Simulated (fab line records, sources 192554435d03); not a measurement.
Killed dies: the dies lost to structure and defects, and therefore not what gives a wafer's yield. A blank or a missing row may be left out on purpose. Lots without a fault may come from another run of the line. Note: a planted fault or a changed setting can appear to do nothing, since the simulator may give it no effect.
Split-lot experiment	flow n5 finfet	21 wafers read across 7 lots, on a route 1938 steps long

== ON THE SPLIT ==
At N5_BEOL_M8_EXPOSE_25 (exposes mask V7, target cd 40 nm), the setting dose mj was moved away from the recipe's 42.5 on 7 of the 21 wafers read, by -4.7% to +5.5%. All remaining wafers had this setting at the recipe value.

== FROM THE SPLIT TO THE READING: what the file shows between them, 2 steps ==
- N5_BEOL_M8_PEB_26: peb time 60 s
- N5_BEOL_M8_DEVELOP_27: develop time 30 s

== THE READING ==
Shown in nm: cd nm at N5_BEOL_M8_CD_MEAS_28, with target cd 40 nm. Fault-free wafers of this fab line usually give 40.05 nm, standard deviation 0.22 nm.

wafer	tool, chamber at the split	dose mj as run	against the recipe	cd nm, nm	against lot-mates on the recipe
L074.1	euv scanner-02, 0	40.49	-4.7%	38.92	-1.25
L074.2	euv scanner-02, 0	42.5	recipe	40.17	-
L074.5	euv scanner-02, 0	40.49	-4.7%	38.93	-1.24
L075.1	euv scanner-02, 0	42.5	recipe	39.93	-
L075.2	euv scanner-02, 0	44.08	+3.7%	41.05	+1.12
L075.6	euv scanner-02, 0	44.08	+3.7%	41.03	+1.10
L079.4	euv scanner-01, 0	42.5	recipe	39.46	-
L079.5	euv scanner-01, 0	42.5	recipe	39.97	-
L079.6	euv scanner-01, 0	42.5	recipe	40.25	-
L080.1	euv scanner-02, 0	44.82	+5.5%	41.12	+0.94
L080.4	euv scanner-02, 0	44.82	+5.5%	41.14	+0.96
L080.5	euv scanner-02, 0	42.5	recipe	40.18	-
L085.1	euv scanner-01, 0	42.5	recipe	40.03	-
L085.3	euv scanner-01, 0	42.5	recipe	40.10	-
L085.6	euv scanner-01, 0	41.45	-2.5%	39.43	-0.63
L087.1	euv scanner-01, 0	42.5	recipe	40.28	-
L087.3	euv scanner-01, 0	42.5	recipe	40.17	-
L087.5	euv scanner-01, 0	42.5	recipe	40.26	-
L096.1	euv scanner-02, 0	42.5	recipe	39.89	-
L096.3	euv scanner-02, 0	42.5	recipe	39.82	-
L096.4	euv scanner-02, 0	42.5	recipe	39.93	-

THE FIT
A straight line over all 21 wafers: cd nm changes by +0.228 nm for each +1% of dose mj; r = +0.95; the points scatter about the line by 0.2 nm.
The same after taking each lot's own level away (the mean of its wafers on the recipe; 21 wafers): +0.233 nm for each +1%; r = +0.96; scatter 0.19 nm.
According to that fit, moving dose mj by its largest amount changes the reading by 1.3 nm.
From 39.880 to 40.237 nm: that is the span of the lots' own levels, equal to 1.6 times the standard deviation above.
The two slopes are in agreement: the lot-to-lot level therefore moves the slope only a little.
Check: with one of the wafers moved furthest among these (+5.5%) left out of the fit, the line predicts +1.34 nm for it against its lot-mates. Against them it came out at +0.94 nm.

== THESE WAFERS: OTHER SPLITS ==
Before the reading, these wafers also passed through other splits. Each is held against what the fit with the lots' levels taken away leaves over:
other split on the same wafers	wafers away from the commonest value	r with cd nm (lot level and that fit taken away)
N5_BEOL_M5_ETCH_68 bias w	9	-0.16
N5_BEOL_M6_ILD_DEP_00 time s	5	-0.01
N5_BEOL_M6_PECVD_70 temp c	7	+0.50
N5_BEOL_M7_COAT_59 spin rpm	5	-0.21
N5_BEOL_M8_COAT_22 spin rpm	9	+0.19

== THE WHOLE CHAIN: every reading that the file lists as answering this split, in the file's order ==
step	what it does	reading	change (the file's fit)	r (the file's)
N5_BEOL_M8_CD_MEAS_28	target cd 40 nm	cd nm	+0.233 nm for each +1% of the setting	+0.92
N5_BEOL_M8_DESCUM_33	chemistry O2, time 7 s	BEOL_M8.cd nm (the simulator's own value, which no gauge read)	+0.178 nm for each +1% of the setting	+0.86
N5_BEOL_M8_ETCH_72	etches underlayer in N2/H2, target depth 6.5 nm, time 5.2 s	BEOL_M8.cd nm (the simulator's own value, which no gauge read)	+0.193 nm for each +1% of the setting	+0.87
N5_BEOL_M8_ETCH_65	etches SiARC in CF4, target depth 15.6 nm, time 26 s	BEOL_M8.cd nm (the simulator's own value, which no gauge read)	+0.172 nm for each +1% of the setting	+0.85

== THE FILE'S OWN FIT ==
cd nm changes by +0.233 nm for each +1% of dose mj, r = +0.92.
